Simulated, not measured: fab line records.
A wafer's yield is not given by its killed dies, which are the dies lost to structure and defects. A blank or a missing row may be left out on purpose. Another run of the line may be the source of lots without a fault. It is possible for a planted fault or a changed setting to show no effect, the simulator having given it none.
fab line records + flow n5_finfet
record
- lots=5
- wafers=15
- last_day=18
route steps=1938 shown BEOL_M4@1099 BEOL_M5@1112 BEOL_M9@1443 PASSIVATION@1936
lots that met no fault: taken from a fault-free run of the same line
start_h: start of the lot's first displayed wafer, in hours after the record's first day + wait_h: hours from the lot's prior step to this one + " identical to the entry in the row above + L1.1+2: several wafers, shown together as one row + - no value, or no start was given + * or withheld: withheld + < > ~ a bound
route shown NAME@n: NAME is a module with steps in the file, n the number in the route of the first one + usual: the fault-free wafers' mean and standard deviation + same: alike in all rows + chamber/n: place in a boat + sites: each site's reading + _std_site: how widely they spread, as a standard deviation + _edge_site: mean of outer sites minus mean of inner sites + radius_mm: for every site, how far away it sits from the centre of the wafer + mask NAME#n: copy n + behind: tool/chamber where the wafer was last shaped + hold: reason for holding the lot/hours on hold/outcome of the hold + device: which transistor (n, p or np) failed to switch + end of line: the route-end tests of the same wafers + for a step that has no rows: nothing shown but its recipe + killed: not the wafer's yield, but the dies lost to structure and defects at the first sort + map: a wafer's dies, x killed, . not, _ none there
set.NAME: the setting that was run; set.NAME@STEP: the one run at that earlier step + model.NAME: the simulator's own value behind a step, which no gauge read
lots seen at some steps along the route; tables by step, rows by wafer
services: when a tool's chamber went out of use (start_h, in hours from the record's first day, below 0 if earlier), for how many hours, and the reason
## steps
# step N5_BEOL_M4_ANNEAL_95
# recipe
- temp_c=400
- time_s=240
- ambient=vacuum
# step N5_BEOL_M4_SPUTTER_96
# recipe
- material=Cu
- target_thk_a=45
- temp_c=-20
- chamber_pressure_pa=0.07
- power_w=withheld
- time_s=8.29
# step N5_BEOL_M4_ECD_50
# recipe
- material=Cu
- target_thk_a=3000
# step N5_BEOL_M4_ANNEAL_51
# recipe
- temp_c=225
- time_s=90
- ambient=N2
# step N5_BEOL_M4_CMP_52
# recipe
- stop_on=SiOC
- t_overpolish_s=6.8
- down_force_psi=1
- platen_rpm=50
- clearing_platen_down_force_psi=1.5
- clearing_platen_rpm=50
- post_cmp_clean=cu_alkaline
- target_thk_nm=40
- clearing_platen_pad_velocity_m_s=0.99484
- pad_velocity_m_s=0.99484
# step N5_BEOL_M4_PRE_CLEAN_60
# recipe
- gas=NH3/H2
- time_s=15
- temp_c=*
- rf_power_w=300
# step N5_BEOL_M4_CO_CAP_55
# recipe
- material=Co
- target_thk_a=20
- temp_c=200
- precursor=CCTBA/H2
- pressure_torr=30
- time_s=102.1
# step N5_BEOL_M4_PRE_CLEAN_56
# recipe
- gas=NH3
- time_s=15
- temp_c=withheld
- rf_power_w=300
# step N5_BEOL_M4_DEP_57
# recipe
- material=SiCN
- target_thk_a=80
- temp_c=withheld
- precursor=3MS/NH3
- pressure_torr=3
- rf_w=202
- time_s=14
# step N5_BEOL_M4_RC_MEAS_101
# usual
- DIBL_N=36.4/1.6
- DIBL_P=36.2/1.8
- IOFF_N=0.159/0.029
- IOFF_P=0.21/0.034
- ION_N=670/12
- ION_P=459/8.2
- SS_N=71.5/0.59
- SS_P=73.2/0.54
- VT_N=250/3.3
- VT_P=-250/3.7
| lot.wafer | tool      | chamber | start_h | wait_h | DIBL_N[mV/V] | DIBL_P[mV/V] | IOFF_N[nA/um] | IOFF_P[nA/um] | ION_N[uA/um] | ION_P[uA/um] | SS_N[mV/dec] | SS_P[mV/dec] | VT_N[mV] | VT_P[mV] |
|-----------|-----------|---------|---------|--------|--------------|--------------|---------------|---------------|--------------|--------------|--------------|--------------|----------|----------|
| L467.2    | prober-02 | 0       | 258.55  | 0.2    | 37.3         | 36.2         | 0.170         | 0.20          | 668          | 459          | 71.8         | 73.3         | 249      | -250     |
| L467.3    | "         | 0       | "       | "      | 34.6         | 33.0         | 0.116         | 0.16          | 657          | 451          | 71.1         | 72.5         | 257      | -251     |
| L467.4    | "         | 0       | "       | "      | 39.6         | 39.0         | 0.220         | 0.24          | 690          | 466          | 71.7         | 73.3         | 247      | -251     |
| L464.1    | prober-01 | 0       | 259.90  | 0.0    | 37.5         | 36.6         | 0.162         | 0.19          | 655          | 444          | 71.5         | 73.4         | 254      | -254     |
| L464.5    | "         | 0       | "       | "      | 35.2         | 35.0         | 0.129         | 0.17          | 660          | 451          | 71.4         | 72.3         | 253      | -253     |
| L464.6    | "         | 0       | "       | "      | 38.4         | 38.9         | 0.180         | 0.22          | 662          | 453          | 71.8         | 73.8         | 253      | -252     |
| L465.2    | prober-01 | 0       | 272.58  | 0.2    | 38.0         | 35.7         | 0.173         | 0.21          | 672          | 455          | 71.8         | 73.6         | 247      | -249     |
| L465.3    | "         | 0       | "       | "      | 39.2         | 38.0         | 0.204         | 0.26          | 675          | 463          | 73.0         | 74.1         | 247      | -246     |
| L465.4    | "         | 0       | "       | "      | 37.6         | 36.4         | 0.166         | 0.23          | 677          | 465          | 71.0         | 72.7         | 249      | -249     |
| L475.3    | prober-01 | 0       | 331.79  | 0.3    | 34.9         | 35.3         | 0.130         | 0.18          | 656          | 453          | 71.8         | 72.8         | 256      | -250     |
| L475.5    | "         | 0       | "       | "      | 33.8         | 34.8         | 0.121         | 0.18          | 656          | 459          | 71.1         | 72.6         | 255      | -251     |
| L475.6    | "         | 0       | "       | "      | 35.0         | 36.9         | 0.147         | 0.23          | 662          | 462          | 70.9         | 73.1         | 250      | -249     |
| L476.1    | prober-02 | 0       | 335.18  | 0.0    | 34.1         | 35.5         | 0.141         | 0.23          | 670          | 476          | 71.9         | 73.0         | 250      | -247     |
| L476.4    | "         | 0       | "       | "      | 35.7         | 37.1         | 0.160         | 0.26          | 663          | 464          | 71.1         | 73.7         | 249      | -245     |
| L476.6    | "         | 0       | "       | "      | 38.0         | 39.3         | 0.218         | 0.31          | 701          | 481          | 71.8         | 74.1         | 245      | -240     |
# step N5_BEOL_M5_ILD_DEP_00
# recipe
- material=SiCOH_lowk
- target_thk_a=1406.4
- temp_c=300
- precursor=DEMS/porogen
- pressure_torr=5
- rf_w=500
- time_s=25.9
# step N5_BEOL_M5_CURE_79
# recipe
- temp_c=385
- time_s=240
- ambient=He/Ar
- material=SiCOH_lowk
# step N5_BEOL_M5_PECVD_70
# recipe
- material=SiO2
- target_thk_a=160
- temp_c=400
- precursor=TEOS/O2
- pressure_torr=5.5
- rf_w=450
- teos_flow_sccm=53.8
- gas=O2
- flow_sccm=3000
- time_s=18
# step N5_BEOL_M5_HM_DEP_02
# recipe
- material=TiN
- target_thk_a=200
- temp_c=25
- chamber_pressure_pa=0.49996
# step N5_BEOL_M5_COAT_59
# recipe
- resist=SOC
- temp_c=250
- time_s=60
- spin_rpm=1500
- resist_thk_nm=60
# step N5_BEOL_M5_COAT_60
# recipe
- resist=SiARC
- temp_c=220
- time_s=60
- spin_rpm=1500
- resist_thk_nm=12
# step N5_BEOL_M5_COAT_71
# recipe
- resist=underlayer
- temp_c=205
- time_s=60
- spin_rpm=1500
- resist_thk_nm=5
# step N5_BEOL_M5_COAT_05
# recipe
- resist=CAR-EUV
- spin_rpm=1500
- resist_thk_nm=30
# step N5_BEOL_M5_EBR_07
# recipe
- solvent=PGMEA
- ebr_width_mm=1.5
# step N5_BEOL_M5_SOFTBAKE_06
# recipe
- temp_c=110
- time_s=60
- resist=CAR-EUV
# step N5_BEOL_M5_EXPOSE_08
# recipe
- mask_id=M5
- na=0.33
- source_shape=annular
- sigma_inner=0.4
- sigma_outer=0.8
- polarization=unpolarized
- target_cd_nm=28
- dose_mj=35.75
# step N5_BEOL_M5_PEB_09
# recipe
- peb_temp_c=100
- peb_time_s=60
- resist=CAR-EUV
# step N5_BEOL_M5_DEVELOP_10
# recipe
- develop_time_s=30
- developer=TMAH
- resist=CAR-EUV
- rinse_liquid=surfactant_rinse
- dry=air_spin
- dev_temp_c=23
# step N5_BEOL_M5_DESCUM_16
# recipe
- chemistry=O2
- time_s=7
- source_power_w=50
- bias_power_w=20
- pressure_mtorr=20
- rf_frequency_hz=2.712e+07
- temp_c=40
- resist=CAR-EUV
- o2_flow_sccm=225
# step N5_BEOL_M5_ETCH_72
# recipe
- chemistry=N2/H2
- target=underlayer
- target_depth_a=65
- mask_material=CAR-EUV
- time_s=5.2
- ion_energy_ev=200
- pressure_mtorr=30
- source_w=840
- bias_w=150
- n2_flow_sccm=200
- h2_flow_sccm=200
- ends=cleared
# step N5_BEOL_M5_ETCH_61
# recipe
- chemistry=CF4
- target=SiARC
- target_depth_a=156
- mask_material=CAR-EUV
- time_s=26
- ion_energy_ev=80
- pressure_mtorr=40
- source_w=545
- bias_w=36
- Ar_flow_sccm=100
- cf4_flow_sccm=100
- ends=cleared
# step N5_BEOL_M5_ETCH_62
# recipe
- chemistry=N2/H2
- target=SOC
- target_depth_a=750
- overetch_a=150
- mask_material=SiARC
- temp_c=40
- time_s=112.5
- ion_energy_ev=200
- pressure_mtorr=30
- source_w=840
- bias_w=150
- n2_flow_sccm=200
- h2_flow_sccm=200
# step N5_BEOL_M5_STRIP_63
# recipe
- chemistry=N2/H2
- temp_c=40
- n2_flow_sccm=200
- h2_flow_sccm=200
- rf_frequency_hz=6e+07
# step N5_BEOL_M5_STRIP_73
# recipe
- chemistry=N2/H2
- temp_c=40
- n2_flow_sccm=200
- h2_flow_sccm=200
- rf_frequency_hz=6e+07
# step N5_BEOL_M5_STRIP_64
# recipe
- chemistry=CF4
- resist=SiARC
- power_w=300
- bias_power_w=75
- pressure_mtorr=50
- cf4_flow_sccm=150
- rf_frequency_hz=6e+07
# step N5_BEOL_M5_HM_OPEN_17
# recipe
- chemistry=Cl2/BCl3
- target_depth_a=200
- overetch_a=60
- target=TiN
- mask_material=SOC
- ion_energy_ev=150
- pressure_mtorr=10
- icp_w=1000
- bias_w=126
- Cl2_flow_sccm=53.25
- bcl3_flow_sccm=21.75
- Ar_flow_sccm=25
# step N5_BEOL_M5_STRIP_19
# recipe
- chemistry=O2
- power_w=400
- temp_c=40
- pressure_mtorr=30
- rf_frequency_hz=6e+07
- bias_power_w=0
- overash_fraction=0.2
- o2_flow_sccm=225
# step N5_BEOL_M5_COAT_65
# recipe
- resist=SOC
- temp_c=250
- time_s=60
- spin_rpm=1500
- resist_thk_nm=60
# step N5_BEOL_M5_COAT_66
# recipe
- resist=SiARC
- temp_c=220
- time_s=60
- spin_rpm=1500
- resist_thk_nm=12
# step N5_BEOL_M9_VIA_ETCH_34
# recipe
- chemistry=C4F6/O2
- target=SiCOH_lowk
- target_depth_a=1824
- mask_material=SOC
- taper_deg=4
- time_s=68.4
- ion_energy_ev=250
- pressure_mtorr=30
- source_w=345
- bias_w=185
- Ar_flow_sccm=300
- C4F6_flow_sccm=10
- O2_flow_sccm=10
# usual
- C4F6_flow_sccm=9.996/0.029
- O2_flow_sccm=9.999/0.03
- drypump_motor_current_A=5.7/0.43
- oes_product_au=0.81/0.082
- rf_vpp_V=671/11
- showerhead_plenum_p_Torr=2.87/0.11
- throttle_valve_pct=20.98/0.21
| lot.wafer | tool        | chamber | start_h | wait_h | C4F6_flow_sccm | O2_flow_sccm | drypump_motor_current_A | oes_product_au | rf_hours_counter_h | rf_vpp_V | showerhead_plenum_p_Torr | throttle_valve_pct | model.SOC_of_BEOL_M9_COAT_63.thk_nm | model.SiARC_of_BEOL_M9_COAT_64.thk_nm |
|-----------|-------------|---------|---------|--------|----------------|--------------|-------------------------|----------------|--------------------|----------|--------------------------|--------------------|-------------------------------------|---------------------------------------|
| L467.2    | rie_diel-02 | 3       | 300.14  | 0.0    | -              | -            | -                       | -              | -                  | -        | -                        | -                  | 60.4                                | 6.2                                   |
| L467.3    | "           | 2       | "       | "      | -              | -            | -                       | -              | -                  | -        | -                        | -                  | 60.2                                | 6.4                                   |
| L467.4    | "           | 1       | "       | "      | -              | -            | -                       | -              | -                  | -        | -                        | -                  | 60.2                                | 6.2                                   |
| L464.1    | rie_diel-05 | 3       | 305.75  | 0.0    | -              | -            | -                       | -              | -                  | -        | -                        | -                  | 59.8                                | 6.6                                   |
| L464.5    | "           | 2       | "       | "      | -              | -            | -                       | -              | -                  | -        | -                        | -                  | 59.8                                | 6.6                                   |
| L464.6    | "           | 1       | "       | "      | -              | -            | -                       | -              | -                  | -        | -                        | -                  | 59.8                                | 6.8                                   |
| L465.2    | rie_diel-02 | 0       | 316.76  | 0.0    | -              | -            | -                       | -              | -                  | -        | -                        | -                  | 59.8                                | 6.4                                   |
| L465.3    | "           | 1       | "       | "      | -              | -            | -                       | -              | -                  | -        | -                        | -                  | 59.8                                | 6.2                                   |
| L465.4    | "           | 2       | "       | "      | -              | -            | -                       | -              | -                  | -        | -                        | -                  | 60                                  | 6.4                                   |
| L475.3    | rie_diel-02 | 3       | 372.98  | 0.0    | 10.007         | 10.014       | 5.7                     | 0.83           | 85                 | 668      | 2.76                     | 20.99              | 50.8                                | 0                                     |
| L475.5    | "           | 1       | "       | "      | 9.940          | 9.976        | 5.1                     | 0.84           | -                  | 672      | 2.79                     | 21.17              | 50.8                                | 0                                     |
| L475.6    | "           | 3       | "       | "      | 10.031         | 10.006       | 5.7                     | 0.83           | -                  | 669      | 2.76                     | 20.99              | 51                                  | 0                                     |
| L476.1    | rie_diel-05 | 0       | 380.28  | 0.0    | 10.023         | 9.926        | 5.4                     | 0.90           | 24                 | 697      | 3.00                     | 20.69              | 51.2                                | 0                                     |
| L476.4    | "           | 2       | "       | "      | 9.998          | 10.026       | 5.5                     | 0.75           | 149                | 656      | 2.74                     | 21.10              | 51                                  | 0                                     |
| L476.6    | "           | 1       | "       | "      | 10.032         | 10.037       | 6.3                     | 0.66           | -                  | 667      | 2.79                     | 21.20              | 51.2                                | 0                                     |
# step N5_PASSIVATION_PROBE_49
# usual
- defect_limited_yield=91.1/1.5
- killed_at_M0_to_M3=33/9.9
- killed_at_M4_up=14/5.2
- killed_at_contacts=12/6.7
- killed_at_front_end=43/13
- killed_at_other=3.4/2.7
- killed_dies=105/17
- killed_on_rim=14/4.2
- killed_open=69/13
- killed_short=33/7.5
- sort_bin_5_function=5.2/0.91
- sort_bin_6_memory=3.3/0.71
- sort_n_pass=1075/17
- sort_yield_pct=91.1/1.5
# same
- gross_dies=1180
- killed_at_back_side=0
- sort_bin_4_leakage[%]=0
- sort_bin_8_speed[%]=0
| lot.wafer | tool      | chamber | start_h | wait_h | defect_limited_yield[%] | killed_at_M0_to_M3 | killed_at_M4_up | killed_at_contacts | killed_at_front_end | killed_at_other | killed_dies | killed_on_rim | killed_open | killed_short | sort_bin_5_function[%] | sort_bin_6_memory[%] | sort_n_pass | sort_yield_pct[%] |
|-----------|-----------|---------|---------|--------|-------------------------|--------------------|-----------------|--------------------|---------------------|-----------------|-------------|---------------|-------------|--------------|------------------------|----------------------|-------------|-------------------|
| L467.2    | prober-02 | -       | 360.28  | 0.1    | 0                       | 45                 | 1086            | 20                 | 27                  | 2               | 1180        | 152           | 70          | 32           | 96.5                   | 3.1                  | 0           | 0                 |
| L467.3    | prober-02 | -       | 360.33  | 0.1    | 0                       | 41                 | 1089            | 20                 | 29                  | 1               | 1180        | 152           | 76          | 29           | 96.4                   | 3.1                  | 0           | 0                 |
| L467.4    | prober-02 | -       | 360.38  | 0.2    | 0                       | 31                 | 1099            | 9                  | 31                  | 10              | 1180        | 152           | 49          | 38           | 96.7                   | 3.1                  | 0           | 0                 |
| L464.1    | prober-01 | -       | 365.05  | 0.1    | 0                       | 32                 | 1085            | 5                  | 57                  | 1               | 1180        | 152           | 81          | 30           | 95.7                   | 3.9                  | 0           | 0                 |
| L464.5    | prober-01 | -       | 365.25  | 0.3    | 0                       | 33                 | 1100            | 15                 | 32                  | 0               | 1180        | 152           | 57          | 28           | 96.5                   | 3.3                  | 0           | 0                 |
| L464.6    | prober-01 | -       | 365.30  | 0.3    | 0                       | 36                 | 1091            | 2                  | 47                  | 4               | 1180        | 152           | 61          | 39           | 96.9                   | 3.0                  | 0           | 0                 |
| L465.2    | prober-02 | -       | 370.13  | 0.1    | 0                       | 32                 | 1091            | 5                  | 48                  | 4               | 1180        | 152           | 70          | 35           | 96.4                   | 3.4                  | 0           | 0                 |
| L465.3    | prober-02 | -       | 370.18  | 0.1    | 0                       | 35                 | 1082            | 7                  | 53                  | 3               | 1180        | 152           | 77          | 30           | 96.1                   | 3.6                  | 0           | 0                 |
| L465.4    | prober-02 | -       | 370.23  | 0.2    | 0                       | 29                 | 1106            | 5                  | 35                  | 5               | 1180        | 152           | 66          | 27           | 97.0                   | 2.6                  | 0           | 0                 |
# killed by level:class
L467.2 BEOL_M9:area_etch=1077 BEOL_M2:geometric_particle:open=22 MOL_CONTACT_COAG:geometric_particle:open=19 FIN_SAQP:geometric_particle:short=9 BEOL_M3:geometric_particle:open=6 BEOL_M4:geometric_particle:short=5 STI_FIN_REVEAL:geometric_particle:open=4 BEOL_M0_SAQP:geometric_particle:short=4
L467.3 BEOL_M9:area_etch=1074 MOL_CONTACT_COAG:geometric_particle:open=17 BEOL_M2:geometric_particle:open=15 BEOL_M0_SAQP:geometric_particle:open=12 BEOL_M4:geometric_particle:open=9 BEOL_M0_SAQP:geometric_particle:short=6 STI_FIN_REVEAL:geometric_particle:open=6 FIN_SAQP:geometric_particle:short=4
L467.4 BEOL_M9:area_etch=1091 BEOL_M1:geometric_particle:open=9 FIN_SAQP:geometric_particle:short=8 BEOL_M2:geometric_particle:open=8 MOL_CONTACT_COAG:geometric_particle:open=7 BEOL_M0_SAQP:geometric_particle:short=7 STI_FIN_REVEAL:geometric_particle:open=5 FIN_SAQP:geometric_particle:open=4
L464.1 BEOL_M9:area_etch=1067 FIN_SAQP:geometric_particle:open=11 FIN_SAQP:geometric_particle:short=10 STI_FIN_REVEAL:geometric_particle:open=10 BEOL_M2:geometric_particle:open=10 BEOL_M4:geometric_particle:open=8 DUMMY_GATE:geometric_particle:open=6 BEOL_M0_SAQP:geometric_particle:open=6
L464.5 BEOL_M9:area_etch=1093 BEOL_M2:geometric_particle:open=14 MOL_CONTACT_COAG:geometric_particle:open=13 GATE_CUT:geometric_particle:short=6 BEOL_M0_SAQP:geometric_particle:short=6 STARTING-WAFER:geometric_particle:short=6 BEOL_M0_SAQP:geometric_particle:open=5 FIN_SAQP:geometric_particle:short=4
L464.6 BEOL_M9:area_etch=1078 GATE_CUT:geometric_particle:short=9 FIN_SAQP:geometric_particle:short=8 BEOL_M2:geometric_particle:open=8 BEOL_M3:geometric_particle:open=8 FIN_SAQP:geometric_particle:open=6 STI_FIN_REVEAL:geometric_particle:open=5 DUMMY_GATE:geometric_particle:open=5
L465.2 BEOL_M9:area_etch=1075 STI_FIN_REVEAL:geometric_particle:open=19 BEOL_M0_SAQP:geometric_particle:open=10 STI_FIN_REVEAL:geometric_particle:short=8 BEOL_M2:geometric_particle:open=8 FIN_SAQP:geometric_particle:short=7 BEOL_M4:geometric_particle:open=7 MOL_CONTACT_COAG:geometric_particle:open=5
L465.3 BEOL_M9:area_etch=1073 STI_FIN_REVEAL:geometric_particle:open=21 BEOL_M2:geometric_particle:open=13 FIN_SAQP:geometric_particle:open=11 FIN_SAQP:geometric_particle:short=10 MOL_CONTACT_COAG:geometric_particle:open=6 BEOL_M0_SAQP:geometric_particle:short=6 BEOL_M0:geometric_particle:open=5
L465.4 BEOL_M9:area_etch=1087 STI_FIN_REVEAL:geometric_particle:open=14 BEOL_M0_SAQP:geometric_particle:open=10 BEOL_M4:geometric_particle:open=9 BEOL_M0_SAQP:geometric_particle:short=7 STI_FIN_REVEAL:geometric_particle:short=6 FIN_SAQP:geometric_particle:open=4 FIN_SAQP:geometric_particle:short=4
# map L464.1 (x killed, . not)
_________________xxxxxxxxxxxx________________
______________xxxxxxxxxxxxxxxxxx_____________
___________xxxxxxxxxxxxxxxxxxxxxxxx__________
__________xxxxxxxxxxxxxxxxxxxxxxxxxx_________
________xxxxxxxxxxxxxxxxxxxxxxxxxxxxxx_______
_______xxxxxxxxxxxxxxxxxxxxxxxxxxxxxxxx______
______xxxxxxxxxxxxxxxxxxxxxxxxxxxxxxxxxx_____
_____xxxxxxxxxxxxxxxxxxxxxxxxxxxxxxxxxxxx____
____xxxxxxxxxxxxxxxxxxxxxxxxxxxxxxxxxxxxxx___
___xxxxxxxxxxxxxxxxxxxxxxxxxxxxxxxxxxxxxxxx__
___xxxxxxxxxxxxxxxxxxxxxxxxxxxxxxxxxxxxxxxx__
__xxxxxxxxxxxxxxxxxxxxxxxxxxxxxxxxxxxxxxxxxx_
__xxxxxxxxxxxxxxxxxxxxxxxxxxxxxxxxxxxxxxxxxx_
_xxxxxxxxxxxxxxxxxxxxxxxxxxxxxxxxxxxxxxxxxxxx
_xxxxxxxxxxxxxxxxxxxxxxxxxxxxxxxxxxxxxxxxxxxx
_xxxxxxxxxxxxxxxxxxxxxxxxxxxxxxxxxxxxxxxxxxxx
_xxxxxxxxxxxxxxxxxxxxxxxxxxxxxxxxxxxxxxxxxxxx
_xxxxxxxxxxxxxxxxxxxxxxxxxxxxxxxxxxxxxxxxxxxx
_xxxxxxxxxxxxxxxxxxxxxxxxxxxxxxxxxxxxxxxxxxxx
_xxxxxxxxxxxxxxxxxxxxxxxxxxxxxxxxxxxxxxxxxxxx
_xxxxxxxxxxxxxxxxxxxxxxxxxxxxxxxxxxxxxxxxxxxx
__xxxxxxxxxxxxxxxxxxxxxxxxxxxxxxxxxxxxxxxxxx_
__xxxxxxxxxxxxxxxxxxxxxxxxxxxxxxxxxxxxxxxxxx_
___xxxxxxxxxxxxxxxxxxxxxxxxxxxxxxxxxxxxxxxx__
___xxxxxxxxxxxxxxxxxxxxxxxxxxxxxxxxxxxxxxxx__
____xxxxxxxxxxxxxxxxxxxxxxxxxxxxxxxxxxxxxx___
_____xxxxxxxxxxxxxxxxxxxxxxxxxxxxxxxxxxxx____
______xxxxxxxxxxxxxxxxxxxxxxxxxxxxxxxxxx_____
_______xxxxxxxxxxxxxxxxxxxxxxxxxxxxxxxx______
________xxxxxxxxxxxxxxxxxxxxxxxxxxxxxx_______
__________xxxxxxxxxxxxxxxxxxxxxxxxxx_________
___________xxxxxxxxxxxxxxxxxxxxxxxx__________
______________xxxxxxxxxxxxxxxxxx_____________
_________________xxxxxxxxxxxx________________
# map L465.2 (x killed, . not)
_________________xxxxxxxxxxxx________________
______________xxxxxxxxxxxxxxxxxx_____________
___________xxxxxxxxxxxxxxxxxxxxxxxx__________
__________xxxxxxxxxxxxxxxxxxxxxxxxxx_________
________xxxxxxxxxxxxxxxxxxxxxxxxxxxxxx_______
_______xxxxxxxxxxxxxxxxxxxxxxxxxxxxxxxx______
______xxxxxxxxxxxxxxxxxxxxxxxxxxxxxxxxxx_____
_____xxxxxxxxxxxxxxxxxxxxxxxxxxxxxxxxxxxx____
____xxxxxxxxxxxxxxxxxxxxxxxxxxxxxxxxxxxxxx___
___xxxxxxxxxxxxxxxxxxxxxxxxxxxxxxxxxxxxxxxx__
___xxxxxxxxxxxxxxxxxxxxxxxxxxxxxxxxxxxxxxxx__
__xxxxxxxxxxxxxxxxxxxxxxxxxxxxxxxxxxxxxxxxxx_
__xxxxxxxxxxxxxxxxxxxxxxxxxxxxxxxxxxxxxxxxxx_
_xxxxxxxxxxxxxxxxxxxxxxxxxxxxxxxxxxxxxxxxxxxx
_xxxxxxxxxxxxxxxxxxxxxxxxxxxxxxxxxxxxxxxxxxxx
_xxxxxxxxxxxxxxxxxxxxxxxxxxxxxxxxxxxxxxxxxxxx
_xxxxxxxxxxxxxxxxxxxxxxxxxxxxxxxxxxxxxxxxxxxx
_xxxxxxxxxxxxxxxxxxxxxxxxxxxxxxxxxxxxxxxxxxxx
_xxxxxxxxxxxxxxxxxxxxxxxxxxxxxxxxxxxxxxxxxxxx
_xxxxxxxxxxxxxxxxxxxxxxxxxxxxxxxxxxxxxxxxxxxx
_xxxxxxxxxxxxxxxxxxxxxxxxxxxxxxxxxxxxxxxxxxxx
__xxxxxxxxxxxxxxxxxxxxxxxxxxxxxxxxxxxxxxxxxx_
__xxxxxxxxxxxxxxxxxxxxxxxxxxxxxxxxxxxxxxxxxx_
___xxxxxxxxxxxxxxxxxxxxxxxxxxxxxxxxxxxxxxxx__
___xxxxxxxxxxxxxxxxxxxxxxxxxxxxxxxxxxxxxxxx__
____xxxxxxxxxxxxxxxxxxxxxxxxxxxxxxxxxxxxxx___
_____xxxxxxxxxxxxxxxxxxxxxxxxxxxxxxxxxxxx____
______xxxxxxxxxxxxxxxxxxxxxxxxxxxxxxxxxx_____
_______xxxxxxxxxxxxxxxxxxxxxxxxxxxxxxxx______
________xxxxxxxxxxxxxxxxxxxxxxxxxxxxxx_______
__________xxxxxxxxxxxxxxxxxxxxxxxxxx_________
___________xxxxxxxxxxxxxxxxxxxxxxxx__________
______________xxxxxxxxxxxxxxxxxx_____________
_________________xxxxxxxxxxxx________________
## services
| tool        | chamber | start_h | hours | kind                          |
|-------------|---------|---------|-------|-------------------------------|
| rie_diel-05 | 3       | 368.86  | 6.4   | repair                        |
| rie_diel-02 | 0       | 371.14  | -     | clean                         |
| rie_diel-02 | 0       | 371.14  | -     | consumable_replace:focus_ring |
| rie_diel-02 | 0       | 371.14  | 15.0  | scheduled_down                |
| rie_diel-02 | 0       | 371.14  | 15.0  | vent_cycle                    |
| rie_diel-05 | -       | 372.88  | 0.2   | repair                        |
## key
first_sign
- step=N5_BEOL_M9_VIA_ETCH_34
- reading=tool_record
- direction=missing
effect
- step=N5_PASSIVATION_PROBE_49
- reading=killed_at_M4_up
- direction=up
- sigmas=99+
- usual=14
- struck=1092
model_effect
- step=N5_BEOL_M9_VIA_ETCH_34
- value=SOC_of_BEOL_M9_COAT_63.thk_nm
- without=50.96
- struck=59.98
more_kills_born_at
- N5_BEOL_M9_VIA_ETCH_34@rie_diel-02=6477
- N5_BEOL_M9_VIA_ETCH_34@rie_diel-05=3238
met_at N5_BEOL_M9_VIA_ETCH_34
struck_wafers L464.1,L464.5,L464.6,L465.2,L465.3,L465.4,L467.2,L467.3,L467.4
later_rows_left_out L464.1,L464.5,L464.6,L465.2,L465.3,L465.4,L467.2,L467.3,L467.4
fault
- kind=skipped_step_whole
- tool=rie_diel-02,rie_diel-05
- chamber=-
- onset_h=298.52
- steps=N5_BEOL_M9_VIA_ETCH_34
- scope=struck_lots_only
# later_rows_left_out: the simulator's readings of these wafers behind a module that went badly wrong aren't trusted and aren't shown, but for the sort
